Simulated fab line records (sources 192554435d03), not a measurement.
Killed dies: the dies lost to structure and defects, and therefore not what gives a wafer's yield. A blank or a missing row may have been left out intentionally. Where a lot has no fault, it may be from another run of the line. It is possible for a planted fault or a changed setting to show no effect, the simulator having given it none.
Matching of chambers + flow n5-finfet + N5_BEOL_M15_DESCUM_15 on rie-diel-03: 4 sister chambers
The step chemistry O2, time 7.9 s. 4 wafers are shown with their chamber, then 7 later ones without.

== WAFERS PAIRED WITH THEIR CHAMBERS ==
| wafer  | chamber | showerhead-plenum-p-Torr (Torr) |
|--------|---------|---------------------------------|
| L088.4 | 2       | 2.06                            |
| L088.6 | 1       | 2.18                            |
| L094.1 | 0       | 1.99                            |
| L094.3 | 3       | 2.22                            |

== WAFERS WHOSE CHAMBER IS MISSING ==
| wafer  | showerhead-plenum-p-Torr (Torr) |
|--------|---------------------------------|
| L094.4 | 2.17                            |
| L096.3 | 1.99                            |
| L096.4 | 2.17                            |
| L096.5 | 1.99                            |
| L095.2 | 2.17                            |
| L095.3 | 1.99                            |
| L095.4 | 2.21                            |

== EACH ONE'S CHAMBER ==
| wafer  | from the rows above | in truth |
|--------|---------------------|----------|
| L094.4 | 1                   | 1        |
| L096.3 | 0                   | 0        |
| L096.4 | 1                   | 1        |
| L096.5 | 0                   | 0        |
| L095.2 | 1                   | 1        |
| L095.3 | 0                   | 0        |
| L095.4 | 3                   | 3        |
Correctly placed: 7 of 7. Not placeable from these rows: 0. Placed wrongly: 0.
How it was worked out, from the rows above alone: a wafer's distance from a chamber is the root of the sum, over the readings, of the square of ((its reading less the chamber's mean) divided by the reading's scatter). The wafer belongs to the nearest chamber; if the next one is less than 2 further off, it can't be placed. A chamber's mean is the mean of its shown wafers. The scatter (one wafer shown for each chamber): square how far every hidden wafer sits from the nearest shown wafer, average those squares and take the square root.
